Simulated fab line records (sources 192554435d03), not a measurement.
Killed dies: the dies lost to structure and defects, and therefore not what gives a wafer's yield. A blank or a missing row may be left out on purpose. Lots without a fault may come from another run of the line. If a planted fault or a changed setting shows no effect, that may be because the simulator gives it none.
fab line records    flow n5-finfet
record: lots: 7  wafers: 21
route steps=1938 shown ZERO_LAYER@4 PMOS_HMC_CHANNEL_EPI@58 FIN_SAQP@100 SD_EPI_N@278
start-h: hours from the record's opening day to when the first of the lot's shown wafers began    wait-h: time in hours since the lot's previous step    " as in the row above    L1.1+2: one row covering several wafers at once    - no value, or no start given    * or withheld: withheld    < > ~ a bound
route shown NAME@n: NAME is a module with steps in the file, n the number in the route of the first one    usual: mean/standard deviation of fault-free wafers    same: alike in all rows    chamber/n: place in a boat    sites: readings site by site    _std_site: standard deviation across them    _edge_site: mean of outer sites minus mean of inner sites    radius-mm: for every site, how far away it sits from the centre of the wafer    mask NAME#n: copy n    behind: the tool/chamber that last shaped the wafer    hold: reason for holding the lot/hours on hold/outcome of the hold    device: the n, p or np transistor that did not switch    end of line: the same wafers' tests at the end of the route    a step given without rows: its recipe and nothing more    killed: at the first sort, the dies lost to defects and structure; wafer yield is something else    map: dies across one wafer; x = killed, . = not, _ = none there
set.NAME: the setting the step ran with; set.NAME@STEP: the setting that earlier step ran with    model.NAME: the simulator's own value behind a step, which no gauge read
lots with deliberately changed settings; one table per step, one row per wafer
== steps ==
step: N5_ZERO_LAYER_PECVD_02
recipe: material: SiO2  target-thk-a: 100  temp-c: 400  precursor: SiH4/N2O  pressure-torr: 0.75  rf-w: 275  time-s: 6
lot.wafer  tool      chamber  start-h  wait-h  set.time-s  model.SiO2_of_ZERO_LAYER_PECVD_02.thk-nm
L074.2     pecvd-02  0        12.28    0.0     5.561       9.186
L074.3     "         2        "        "       6           9.755
L074.4     "         0        "        "       5.561       9.332
L085.2     pecvd-04  0        78.28    0.0     5.109       8.579
L085.3     "         1        "        "       6           10.06
L085.4     "         2        "        "       5.109       8.694
L086.1     pecvd-04  2        84.28    0.0     6.233       10.45
L086.4     "         0        "        "       6.233       10.93
L086.6     "         1        "        "       6           10.56
L088.3     pecvd-02  2        96.28    0.0     6.535       10.73
L088.4     "         1        "        "       6           10.08
L088.5     "         0        "        "       6           9.822
L091.1     pecvd-04  2        114.28   0.0     6           10.09
L091.4     "         0        "        "       6           10.23
L091.5     "         1        "        "       6           10.13
L092.3     pecvd-04  1        120.49   0.1     6           10.21
L092.5     "         1        "        "       6           10.29
L092.6     "         0        "        "       6           10.11
L095.2     pecvd-03  0        138.28   0.0     6           10.2
L095.3     "         1        "        "       6           9.977
L095.5     "         0        "        "       6.686       11.49
step: N5_ZERO_LAYER_COAT_05
recipe: spin-rpm: 1500  resist-thk-nm: 1000
lot.wafer  tool            chamber  start-h  wait-h  set.spin-rpm  model.coat_of_ZERO_LAYER_COAT_05.thk-nm
L074.2     litho-track-03  0        -        -       1500          997.4
L074.3     "               0        "        "       1500          998.6
L074.4     "               0        "        "       1500          1000
L085.2     litho-track-02  0        -        -       1634          954.8
L085.3     "               0        "        "       1500          996.4
L085.4     "               0        "        "       1634          956.2
L086.1+4   litho-track-01  0        -        -       1570          975
L086.6     "               0        "        "       1570          974.6
L088.3     litho-track-03  0        -        -       1553          985.7
L088.4+5   "               0        "        "       1500          1001
L091.1     litho-track-02  0        -        -       1500          997.8
L091.4+5   "               0        "        "       1500          1001
L092.3+6   litho-track-01  0        -        -       1500          1001
L092.5     "               0        "        "       1500          997.2
L095.2     litho-track-03  0        -        -       1500          999.2
L095.3     "               0        "        "       1500          1000
L095.5     "               0        "        "       1500          993.8
step: N5_ZERO_LAYER_EBR_07
recipe: solvent: PGMEA  ebr-width-mm: 1.5
step: N5_ZERO_LAYER_SOFTBAKE_06
recipe: temp-c: 100  time-s: 90
step: N5_ZERO_LAYER_DESCUM_16
recipe: chemistry: O2  time-s: 7.9  source-power-w: 50  bias-power-w: 20  pressure-mtorr: 20  rf-frequency-hz: 2.712e+07  temp-c: 40  o2-flow-sccm: 225
step: N5_ZERO_LAYER_ETCH_17
recipe: chemistry: CF4  target: SiO2  target-depth-a: 120  time-s: 13.3  ion-energy-ev: 350  pressure-mtorr: 40  source-w: 450  bias-w: 215  Ar_flow_sccm: 100  cf4-flow-sccm: 100
lot.wafer  tool         chamber  start-h  wait-h  set.time-s@ZERO_LAYER_PECVD_02  model.coat_of_ZERO_LAYER_COAT_05.thk-nm
L074.2     rie-diel-06  2        12.71    0.0     5.561                           967.4
L074.3     "            1        "        "       6                               968.3
L074.4     "            0        "        "       5.561                           970.3
L085.2     rie-diel-02  0        78.84    0.0     5.109                           925.5
L085.3     "            3        "        "       6                               966.7
L085.4     "            2        "        "       5.109                           926.2
L086.1     rie-diel-04  1        84.72    0.0     6.233                           946.1
L086.4     "            3        "        "       6.233                           945
L086.6     "            3        "        "       6                               944.7
L088.3     rie-diel-02  2        96.86    0.0     6.535                           955.5
L088.4+5   "            3,2      "        "       6                               971.1
L091.1     rie-diel-02  0        114.86   0.0     6                               968.7
L091.4+5   "            0,3      "        "       6                               971.6
L092.3     rie-diel-02  0        121.05   0.0     6                               971.5
L092.5     "            1        "        "       6                               967.9
L092.6     "            3        "        "       6                               971
L095.2     rie-diel-04  1        138.93   0.0     6                               970.4
L095.3     "            3        "        "       6                               970.6
L095.5     "            2        "        "       6.686                           964.5
step: N5_ZERO_LAYER_ETCH_18
recipe: chemistry: HBr/Cl2  target: Si  target-depth-a: 1200  time-s: 40  pressure-mtorr: 10  icp-w: 800  bias-w: 75  HBr_flow_sccm: 150  Cl2_flow_sccm: 80
lot.wafer  tool       chamber  start-h  wait-h  set.spin-rpm@ZERO_LAYER_COAT_05  model.coat_of_ZERO_LAYER_COAT_05.thk-nm
L074.2     rie-si-03  3        12.79    0.0     1500                             926.2
L074.3     "          2        "        "       1500                             929.9
L074.4     "          1        "        "       1500                             929.3
L085.2     rie-si-05  2        78.91    0.0     1634                             883.5
L085.3     "          3        "        "       1500                             926.3
L085.4     "          1        "        "       1634                             888.1
L086.1     rie-si-06  1        84.79    0.0     1570                             905.1
L086.4     "          0        "        "       1570                             903.7
L086.6     "          1        "        "       1570                             903.6
L088.3     rie-si-05  1        96.93    0.0     1553                             916.5
L088.4     "          0        "        "       1500                             930.7
L088.5     "          0        "        "       1500                             930.5
L091.1     rie-si-06  2        114.93   0.0     1500                             929
L091.4     "          0        "        "       1500                             930.9
L091.5     "          3        "        "       1500                             930.3
L092.3     rie-si-06  0        121.12   0.0     1500                             931
L092.5     "          0        "        "       1500                             927.6
L092.6     "          1        "        "       1500                             930.3
L095.2     rie-si-05  3        139.01   0.0     1500                             930
L095.3     "          1        "        "       1500                             932.4
L095.5     "          2        "        "       1500                             922.4
step: N5_ZERO_LAYER_STRIP_24
recipe: chemistry: O2  power-w: 1000  temp-c: 250  overash-fraction: 0.3  pressure-mtorr: 1000  o2-flow-sccm: 6750
usual: strip-time-to-endpoint-s: 43.81/0.096
lot.wafer  tool             chamber  start-h  wait-h  set.spin-rpm@ZERO_LAYER_COAT_05  strip-time-to-endpoint-s
L074.2     plasma-asher-02  0        13.03    0.2     1500                             43.72
L074.3     "                0        "        "       1500                             43.83
L074.4     "                1        "        "       1500                             43.80
L085.2     plasma-asher-02  0        79.02    0.1     1634                             42.46
L085.3     "                0        "        "       1500                             43.71
L085.4     "                1        "        "       1634                             42.57
L086.1     plasma-asher-01  1        84.90    0.1     1570                             43.09
L086.4     "                0        "        "       1570                             43.05
L086.6     "                0        "        "       1570                             43.04
L088.3     plasma-asher-02  0        97.05    0.1     1553                             43.43
L088.4     "                1        "        "       1500                             43.86
L088.5     "                1        "        "       1500                             43.86
L091.1     plasma-asher-01  0        115.03   0.1     1500                             43.81
L091.4     "                0        "        "       1500                             43.85
L091.5     "                1        "        "       1500                             43.84
L092.3     plasma-asher-01  1        121.25   0.1     1500                             43.86
L092.5     "                0        "        "       1500                             43.77
L092.6     "                1        "        "       1500                             43.85
L095.2     plasma-asher-01  1        139.11   0.1     1500                             43.85
L095.3     "                1        "        "       1500                             43.89
L095.5     "                1        "        "       1500                             43.59
step: N5_PMOS_HMC_CHANNEL_EPI_COAT_31
recipe: resist: BARC  temp-c: 205  time-s: 60  spin-rpm: 1500  resist-thk-nm: 66
lot.wafer  tool            chamber  start-h  wait-h  set.spin-rpm  model.BARC_of_PMOS_HMC_CHANNEL_EPI_COAT_31.thk-nm
L074.2+4   litho-track-02  0        16.99    0.0     1500          66.15
L074.3     "               0        "        "       1594          64.17
L085.2     litho-track-03  0        83.12    0.1     1425          67.77
L085.3     "               0        "        "       1425          67.58
L085.4     "               0        "        "       1500          66.06
L086.1     litho-track-04  0        89.22    0.0     1500          65.89
L086.4     "               0        "        "       1500          66.13
L086.6     "               0        "        "       1500          65.79
L088.3     litho-track-03  0        101.58   0.0     1335          70.17
L088.4     "               0        "        "       1500          66.07
L088.5     "               0        "        "       1500          66.16
L091.1     litho-track-04  0        119.22   0.0     1500          66.1
L091.4     "               0        "        "       1500          66
L091.5     "               0        "        "       1500          66.03
L092.3     litho-track-04  0        125.92   0.1     1500          65.89
L092.5     "               0        "        "       1598          64.04
L092.6     "               0        "        "       1598          64.07
L095.2     litho-track-02  0        143.30   0.0     1500          65.72
L095.3     "               0        "        "       1500          65.79
L095.5     "               0        "        "       1500          65.68
step: N5_PMOS_HMC_CHANNEL_EPI_PEB_07
recipe: peb-temp-c: 110  peb-time-s: 60  resist: CAR-ArF-block
lot.wafer   tool            chamber  start-h  wait-h  set.peb-time-s
L074.2+3    litho-track-02  0        17.28    0.0     60
L074.4      "               0        "        "       46.98
L085.2+3+4  litho-track-03  0        83.41    0.0     60
L086.1      litho-track-04  0        89.50    0.1     69.18
L086.4+6    "               0        "        "       60
L088.3+4    litho-track-04  0        101.86   0.0     60
L088.5      "               0        "        "       52.39
L091.1+4+5  litho-track-02  0        119.51   0.1     60
L092.3+5+6  litho-track-02  0        126.21   0.0     60
L095.2      litho-track-04  0        143.58   0.0     60
L095.3+5    "               0        "        "       48.11
step: N5_PMOS_HMC_CHANNEL_EPI_DEVELOP_08
recipe: develop-time-s: 30  developer: TMAH  resist: CAR-ArF-block  dev-temp-c: 23  rinse-liquid: diw  dry: air-spin
step: N5_PMOS_HMC_CHANNEL_EPI_CD_MEAS_09
recipe: target-cd-nm: 237.4  landing-energy-ev: 500  detector: se-inlens
usual: cd-nm: 237.5/1.3
lot.wafer  tool       chamber  start-h  wait-h  set.peb-time-s@PMOS_HMC_CHANNEL_EPI_PEB_07  cd-nm
L074.2     cd-sem-01  0        17.34    -       60                                          236.0
L074.3     "          0        "        "       60                                          237.6
L074.4     "          0        "        "       46.98                                       225.3
L085.2     cd-sem-01  0        83.47    -       60                                          237.8
L085.3     "          0        "        "       60                                          238.2
L085.4     "          0        "        "       60                                          237.7
L086.1     cd-sem-02  0        89.57    -       69.18                                       244.7
L086.4     "          0        "        "       60                                          237.4
L086.6     "          0        "        "       60                                          238.9
L088.3     cd-sem-01  0        101.93   -       60                                          239.2
L088.4     "          0        "        "       60                                          237.8
L088.5     "          0        "        "       52.39                                       231.5
L091.1     cd-sem-03  0        119.57   -       60                                          239.3
L091.4     "          0        "        "       60                                          238.3
L091.5     "          0        "        "       60                                          238.7
L092.3     cd-sem-01  0        126.27   -       60                                          236.8
L092.5     "          0        "        "       60                                          237.2
L092.6     "          0        "        "       60                                          234.1
L095.2     cd-sem-01  0        143.65   -       60                                          238.6
L095.3     "          0        "        "       48.11                                       228.7
L095.5     "          0        "        "       48.11                                       228.4
step: N5_PMOS_HMC_CHANNEL_EPI_DESCUM_14
recipe: chemistry: O2  time-s: 7.9  source-power-w: 50  bias-power-w: 20  pressure-mtorr: 20  rf-frequency-hz: 2.712e+07  temp-c: 40  resist: CAR-ArF-block  o2-flow-sccm: 225
lot.wafer  tool         chamber  start-h  wait-h  set.peb-time-s@PMOS_HMC_CHANNEL_EPI_PEB_07  model.PMOS_HMC_CHANNEL_EPI.cd-nm
L074.2     rie-diel-04  2        17.43    0.0     60                                          235.6
L074.3     "            0        "        "       60                                          237.7
L074.4     "            3        "        "       46.98                                       225.2
L085.2     rie-diel-04  3        83.56    0.0     60                                          237.8
L085.3     "            0        "        "       60                                          238.3
L085.4     "            2        "        "       60                                          237.4
L086.1     rie-diel-04  1        89.66    0.0     69.18                                       244.9
L086.4     "            3        "        "       60                                          237.1
L086.6     "            3        "        "       60                                          238.9
L088.3     rie-diel-06  0        102.17   0.2     60                                          239.5
L088.4     "            1        "        "       60                                          237.6
L088.5     "            2        "        "       52.39                                       231.2
L091.1     rie-diel-04  0        119.66   0.0     60                                          239.2
L091.4     "            1        "        "       60                                          238.1
L091.5     "            0        "        "       60                                          238.9
L092.3     rie-diel-06  1        126.36   0.0     60                                          236.4
L092.5     "            2        "        "       60                                          237
L092.6     "            1        "        "       60                                          234.1
L095.2     rie-diel-06  3        144.06   0.4     60                                          238.8
L095.3     "            0        "        "       48.11                                       228.3
L095.5     "            3        "        "       48.11                                       228
step: N5_PMOS_HMC_CHANNEL_EPI_ETCH_32
recipe: chemistry: N2/H2  target: BARC  stop-on: SiO2  target-depth-a: 858  over-etch-frac: 0.3  time-s: 50.3  ion-energy-ev: 200  mask-material: CAR-ArF-block  pressure-mtorr: 30  source-w: 840  bias-w: 150  n2-flow-sccm: 200  h2-flow-sccm: 200
lot.wafer  tool         chamber  start-h  wait-h  set.spin-rpm@PMOS_HMC_CHANNEL_EPI_COAT_31  set.peb-time-s@PMOS_HMC_CHANNEL_EPI_PEB_07  model.PMOS_HMC_CHANNEL_EPI.cd-nm  model.etch.depth-nm
L074.2     rie-diel-04  2        17.47    0.0     1500                                       60                                          237.8                             66.15
L074.3     "            0        "        "       1594                                       60                                          241.1                             64.17
L074.4     "            3        "        "       1500                                       46.98                                       227.2                             66.15
L085.2     rie-diel-04  3        83.60    0.0     1425                                       60                                          240.4                             67.77
L085.3     "            0        "        "       1425                                       60                                          241.1                             67.58
L085.4     "            2        "        "       1500                                       60                                          238.6                             66.06
L086.1     rie-diel-04  1        89.70    0.0     1500                                       69.18                                       247.3                             65.89
L086.4     "            3        "        "       1500                                       60                                          240.2                             66.13
L086.6     "            3        "        "       1500                                       60                                          241.5                             65.79
L088.3     rie-diel-06  0        102.20   0.0     1335                                       60                                          242                               70.17
L088.4     "            1        "        "       1500                                       60                                          238.9                             66.07
L088.5     "            2        "        "       1500                                       52.39                                       233                               66.16
L091.1     rie-diel-04  0        119.70   0.0     1500                                       60                                          241.9                             66.1
L091.4     "            1        "        "       1500                                       60                                          240.8                             66
L091.5     "            0        "        "       1500                                       60                                          242.4                             66.03
L092.3     rie-diel-06  1        126.39   0.0     1500                                       60                                          238.5                             65.89
L092.5     "            2        "        "       1598                                       60                                          239.4                             64.04
L092.6     "            1        "        "       1598                                       60                                          236                               64.07
L095.2     rie-diel-06  3        144.10   0.0     1500                                       60                                          243.7                             65.72
L095.3     "            0        "        "       1500                                       48.11                                       231.1                             65.79
L095.5     "            3        "        "       1500                                       48.11                                       232.7                             65.68
step: N5_PMOS_HMC_CHANNEL_EPI_HM_OPEN_15
recipe: chemistry: CHF3/O2  target: SiO2  mask-material: CAR-ArF-block  target-depth-a: 406  CHF3_flow_sccm: 50  O2_flow_sccm: 5  Ar_flow_sccm: 200  time-s: 20.3  pressure-mtorr: 30  source-w: 650  bias-w: 170  ion-energy-ev: 200
step: N5_PMOS_HMC_CHANNEL_EPI_STRIP_33
recipe: chemistry: N2/H2  power-w: 500  temp-c: 40  pressure-mtorr: 50  rf-frequency-hz: 6e+07  overash-fraction: 0.3  bias-power-w: 8  h2-frac: 0.5  n2-flow-sccm: 300  h2-flow-sccm: 300
step: N5_PMOS_HMC_CHANNEL_EPI_STRIP_17
recipe: chemistry: SPM  time-s: 750  temp-c: 130  h2so4-h2o2-vol-ratio: 4  dry: ipa-marangoni
step: N5_PMOS_HMC_CHANNEL_EPI_ETCH_38
recipe: chemistry: CF4  target: SiO2  target-depth-a: 15  ion-energy-ev: 350  pressure-mtorr: 10  icp-w: 800  bias-w: 400  cf4-flow-sccm: 80
step: N5_PMOS_HMC_CHANNEL_EPI_FIN_RECESS_16
recipe: chemistry: HBr/Cl2  target: Si  mask-material: SiO2  target-depth-a: 540  time-s: 18  pressure-mtorr: 10  icp-w: 800  bias-w: 75  HBr_flow_sccm: 150  Cl2_flow_sccm: 80
lot.wafer  tool       chamber  start-h  wait-h  set.peb-time-s@PMOS_HMC_CHANNEL_EPI_PEB_07  model.PMOS_HMC_CHANNEL_EPI.cd-nm
L074.2     rie-si-01  0        17.89    0.0     60                                          237.9
L074.3     "          3        "        "       60                                          241.3
L074.4     "          2        "        "       46.98                                       227.2
L085.2     rie-si-04  3        84.02    0.0     60                                          240.6
L085.3     "          2        "        "       60                                          241.2
L085.4     "          0        "        "       60                                          238.4
L086.1     rie-si-01  0        90.12    0.0     69.18                                       247.5
L086.4     "          3        "        "       60                                          240.1
L086.6     "          0        "        "       60                                          241.5
L088.3     rie-si-04  2        102.62   0.0     60                                          242.1
L088.4     "          3        "        "       60                                          239.1
L088.5     "          0        "        "       52.39                                       232.8
L091.1     rie-si-02  3        120.12   0.0     60                                          241.9
L091.4     "          0        "        "       60                                          240.8
L091.5     "          2        "        "       60                                          242.4
L092.3     rie-si-01  2        126.83   0.0     60                                          238.4
L092.5     "          2        "        "       60                                          239.4
L092.6     "          3        "        "       60                                          235.7
L095.2     rie-si-04  3        144.52   0.0     60                                          243.7
L095.3     "          1        "        "       48.11                                       231.3
L095.5     "          0        "        "       48.11                                       232.5
step: N5_FIN_SAQP_PECVD_06
recipe: material: a-Si  target-thk-a: 600  temp-c: 400  precursor: SiH4/He  pressure-torr: 3  rf-w: 100  time-s: 48.1
lot.wafer  tool      chamber  start-h  wait-h  set.time-s  model.a-Si_of_FIN_SAQP_PECVD_06.thk-nm
L074.2     pecvd-01  2        21.07    0.0     48.1        60.59
L074.3     "         1        "        "       48.1        59.13
L074.4     "         1        "        "       52.89       65.7
L085.2     pecvd-04  0        87.57    0.0     48.1        60.72
L085.3     "         1        "        "       48.1        59.71
L085.4     "         0        "        "       48.1        60.97
L086.1     pecvd-01  0        93.43    0.0     48.1        58.74
L086.4     "         2        "        "       48.1        60.94
L086.6     "         2        "        "       45.47       58.02
L088.3     pecvd-03  2        105.94   0.0     41.9        51.41
L088.4     "         2        "        "       48.1        60.61
L088.5     "         0        "        "       41.9        52.39
L091.1     pecvd-04  1        124.15   0.0     48.1        58.78
L091.4     "         1        "        "       48.1        60.03
L091.5     "         0        "        "       48.1        61.95
L092.3     pecvd-01  1        130.38   0.0     48.1        59.64
L092.5     "         2        "        "       48.1        60.15
L092.6     "         1        "        "       42.89       53.95
L095.2     pecvd-01  1        149.09   0.0     48.1        59.54
L095.3     "         0        "        "       48.1        59.79
L095.5     "         1        "        "       48.1        59.69
step: N5_FIN_SAQP_THK_MEAS_07
usual: thk-nm: 59.9/0.86
lot.wafer  tool           chamber  start-h  wait-h  set.time-s@FIN_SAQP_PECVD_06  thk-nm
L074.2     film-metro-02  -        21.16    0.1     48.1                          60.6
L074.3     "              -        "        "       48.1                          59.1
L074.4     "              -        "        "       52.89                         65.7
L085.2     film-metro-02  -        87.66    0.1     48.1                          60.7
L085.3     "              -        "        "       48.1                          59.6
L085.4     "              -        "        "       48.1                          61.0
L086.1     film-metro-02  -        93.55    0.1     48.1                          58.7
L086.4     "              -        "        "       48.1                          60.9
L086.6     "              -        "        "       45.47                         58.1
L088.3     film-metro-01  -        106.03   0.1     41.9                          51.4
L088.4     "              -        "        "       48.1                          60.6
L088.5     "              -        "        "       41.9                          52.4
L091.1     film-metro-01  -        124.27   0.1     48.1                          58.7
L091.4     "              -        "        "       48.1                          60.0
L091.5     "              -        "        "       48.1                          62.0
L092.3     film-metro-01  -        130.47   0.1     48.1                          59.6
L092.5     "              -        "        "       48.1                          60.1
L092.6     "              -        "        "       42.89                         54.0
L095.2     film-metro-02  -        149.21   0.1     48.1                          59.5
L095.3     "              -        "        "       48.1                          59.8
L095.5     "              -        "        "       48.1                          59.7
step: N5_FIN_SAQP_HM_DEP_72
recipe: material: SiO2  target-thk-a: 120  temp-c: 400  precursor: SiH4/N2O  pressure-torr: 0.75  rf-w: 275  time-s: 7.2
step: N5_FIN_SAQP_COAT_49
recipe: resist: SOC  temp-c: 250  time-s: 60  spin-rpm: 1500  resist-thk-nm: 100
step: N5_FIN_SAQP_HM_OPEN_73
recipe: chemistry: CHF3/O2  target: SiO2  stop-on: a-Si  target-depth-a: 120  over-etch-frac: 1.8  mask-material: SOC  time-s: 16.8  pressure-mtorr: 30  source-w: 650  bias-w: 170  Ar_flow_sccm: 200  CHF3_flow_sccm: 50  O2_flow_sccm: 5  ion-energy-ev: 200  ends: end-point
step: N5_FIN_SAQP_STRIP_74
recipe: chemistry: CHF3/O2  resist: SiARC  rf-frequency-hz: 6e+07
step: N5_FIN_SAQP_MANDREL_ETCH_22
recipe: target-depth-a: 600  chemistry: HBr/Cl2  target: a-Si  stop-on: SiNx  bt-time-s: 10  over-etch-frac: 0.5  time-s: 30  pressure-mtorr: 10  icp-w: 800  bias-w: 75  HBr_flow_sccm: 150  Cl2_flow_sccm: 80  ends: end-point
lot.wafer  tool       chamber  start-h  wait-h  set.time-s@FIN_SAQP_PECVD_06  model.etch.depth-nm
L074.2     rie-si-06  2        22.03    0.0     48.1                          60.59
L074.3     "          0        "        "       48.1                          59.13
L074.4     "          1        "        "       52.89                         65.7
L085.2     rie-si-05  2        88.53    0.0     48.1                          60.64
L085.3     "          3        "        "       48.1                          59.54
L085.4     "          0        "        "       48.1                          60.97
L086.1     rie-si-05  3        94.29    0.0     48.1                          58.74
L086.4     "          0        "        "       48.1                          60.86
L086.6     "          2        "        "       45.47                         58.02
L088.3     rie-si-05  0        106.89   0.0     41.9                          51.41
L088.4     "          1        "        "       48.1                          60.61
L088.5     "          3        "        "       41.9                          52.39
L091.1     rie-si-03  1        125.50   0.0     48.1                          58.69
L091.4     "          3        "        "       48.1                          60.03
L091.5     "          0        "        "       48.1                          61.94
L092.3     rie-si-06  2        131.33   0.0     48.1                          59.64
L092.5     "          1        "        "       48.1                          60.11
L092.6     "          2        "        "       42.89                         53.93
L095.2     rie-si-05  0        149.95   0.0     48.1                          59.54
L095.3     "          3        "        "       48.1                          59.61
L095.5     "          3        "        "       48.1                          59.6
step: N5_SD_EPI_N_ETCH_45
recipe: chemistry: CH3F/O2  target: SiOCN  target-depth-a: 60  mask-material: SOC  ion-energy-ev: 60  bias-w: 29  pressure-mtorr: 15  source-w: 410  Ar_flow_sccm: 150  CH3F_flow_sccm: 30  O2_flow_sccm: 20
lot.wafer  tool         chamber  start-h  wait-h  set.target-depth-a  model.etch.depth-nm
L074.2     rie-diel-05  1        50.37    0.1     66.03               6.619
L074.3     "            3        "        "       60                  5.991
L074.4     "            2        "        "       60                  5.834
L085.2     rie-diel-05  1        115.85   0.1     65.55               6.507
L085.3     "            0        "        "       65.55               6.678
L085.4     "            2        "        "       60                  5.835
L086.1     rie-diel-05  3        123.50   0.1     60                  6.123
L086.4     "            2        "        "       60                  5.867
L086.6     "            0        "        "       60                  5.945
L088.3     rie-diel-01  3        133.39   0.1     60                  5.885
L088.4     "            1        "        "       60                  5.908
L088.5     "            1        "        "       60                  5.869
L091.1     rie-diel-03  0        152.83   0.1     60                  5.891
L091.4     "            1        "        "       60                  5.946
L091.5     "            1        "        "       60                  5.993
L092.3     rie-diel-01  1        157.65   0.1     66.1                6.517
L092.5     "            1        "        "       60                  5.905
L092.6     "            3        "        "       66.1                6.529
L095.2     rie-diel-01  3        179.50   0.1     60                  5.922
L095.3     "            1        "        "       60                  5.853
L095.5     "            3        "        "       60                  5.931
== key ==
split: step: N5_ZERO_LAYER_PECVD_02  setting: time-s  stated: 6  by: wafer
response: step: N5_ZERO_LAYER_PECVD_02  reading: model.SiO2_of_ZERO_LAYER_PECVD_02.thk-nm  change: +0.0966  per: 1%  r: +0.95
response: step: N5_ZERO_LAYER_ETCH_17  reading: model.coat_of_ZERO_LAYER_COAT_05.thk-nm  shape: bent  at-lowest: 925.9  at-stated: 968.1  at-highest: 964.5
split: step: N5_ZERO_LAYER_COAT_05  setting: spin-rpm  stated: 1500  by: wafer
response: step: N5_ZERO_LAYER_COAT_05  reading: model.coat_of_ZERO_LAYER_COAT_05.thk-nm  change: -4.56  per: 1%  r: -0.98
response: step: N5_ZERO_LAYER_ETCH_18  reading: model.coat_of_ZERO_LAYER_COAT_05.thk-nm  change: -4.45  per: 1%  r: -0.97
response: step: N5_ZERO_LAYER_STRIP_24  reading: strip-time-to-endpoint-s  change: *  per: 1%  r: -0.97
split: step: N5_PMOS_HMC_CHANNEL_EPI_COAT_31  setting: spin-rpm  stated: 1500  by: wafer
response: step: N5_PMOS_HMC_CHANNEL_EPI_COAT_31  reading: model.BARC_of_PMOS_HMC_CHANNEL_EPI_COAT_31.thk-nm  change: -0.338  per: 1%  r: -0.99
response: step: N5_PMOS_HMC_CHANNEL_EPI_ETCH_32  reading: model.etch.depth-nm  change: -0.338  per: 1%  r: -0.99
split: step: N5_PMOS_HMC_CHANNEL_EPI_PEB_07  setting: peb-time-s  stated: 60  by: wafer
response: step: N5_PMOS_HMC_CHANNEL_EPI_CD_MEAS_09  reading: cd-nm  change: +0.508  per: 1%  r: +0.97
response: step: N5_PMOS_HMC_CHANNEL_EPI_DESCUM_14  reading: model.PMOS_HMC_CHANNEL_EPI.cd-nm  change: +0.522  per: 1%  r: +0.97
response: step: N5_PMOS_HMC_CHANNEL_EPI_ETCH_32  reading: model.PMOS_HMC_CHANNEL_EPI.cd-nm  change: +0.552  per: 1%  r: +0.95
response: step: N5_PMOS_HMC_CHANNEL_EPI_FIN_RECESS_16  reading: model.PMOS_HMC_CHANNEL_EPI.cd-nm  change: +0.56  per: 1%  r: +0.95
split: step: N5_FIN_SAQP_PECVD_06  setting: time-s  stated: 48.1  by: wafer
response: step: N5_FIN_SAQP_PECVD_06  reading: model.a-Si_of_FIN_SAQP_PECVD_06.thk-nm  change: +0.593  per: 1%  r: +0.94
response: step: N5_FIN_SAQP_THK_MEAS_07  reading: thk-nm  change: *  per: 1%  r: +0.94
response: step: N5_FIN_SAQP_MANDREL_ETCH_22  reading: model.etch.depth-nm  change: +0.592  per: 1%  r: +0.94
split: step: N5_SD_EPI_N_ETCH_45  setting: target-depth-a  stated: 60  by: wafer
response: step: N5_SD_EPI_N_ETCH_45  reading: model.etch.depth-nm  change: +0.0703  per: 1%  r: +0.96
